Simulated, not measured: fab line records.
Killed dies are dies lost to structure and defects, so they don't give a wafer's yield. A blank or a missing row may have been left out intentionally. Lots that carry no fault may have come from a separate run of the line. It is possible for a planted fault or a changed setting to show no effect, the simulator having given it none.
Matching of chambers    flow nand harc    NHARC_P_M2_ETCH_35 on rie diel-11: 4 sister chambers
The step etches the open film in N2/H2, target depth 40 nm, overetch 12 nm, time 43.94 s. 8 wafers are shown with their chamber, then 9 later ones without.

## WAFERS, EACH WITH ITS CHAMBER
wafer   chamber  showerhead plenum p Torr (Torr)  drypump motor current A (A)
L078.3  0        1.97                             5.3
L080.6  1        2.05                             6.3
L083.1  1        2.04                             6.3
L088.1  0        1.97                             5.2
L088.5  2        2.09                             6.0
L090.2  2        2.09                             6.0
L090.3  3        2.09                             5.6
L090.6  3        2.09                             5.6

## WAFERS WHOSE CHAMBER IS MISSING
wafer   showerhead plenum p Torr (Torr)  drypump motor current A (A)
L091.2  2.09                             6.0
L091.4  2.04                             6.3
L091.5  2.09                             6.0
L093.1  1.97                             5.2
L093.2  2.04                             6.3
L093.4  2.09                             5.6
L096.2  2.04                             6.3
L096.3  2.09                             5.5
L096.5  2.04                             6.3

## WHICH CHAMBER EACH ONE RAN IN
wafer   from the rows above  in truth
L091.2  2                    2
L091.4  1                    1
L091.5  2                    2
L093.1  0                    0
L093.2  1                    1
L093.4  3                    3
L096.2  1                    1
L096.3  3                    3
L096.5  1                    1
Placed correctly: 9 of 9. Left unplaced by these rows: 0. Number placed wrongly: 0.
How it was worked out, from the rows above alone: a wafer's distance from a chamber is the root of the sum, over the readings, of the square of ((its reading less the chamber's mean) divided by the reading's scatter). If the next closest chamber is less than 2 further off than the closest, the wafer can't be placed; otherwise it belongs to the closest. A chamber's mean is the mean of its shown wafers. The scatter is the square root of a quotient: the sum, over the shown wafers, of each reading's squared deviation from its chamber's mean, divided by wafers minus chambers.
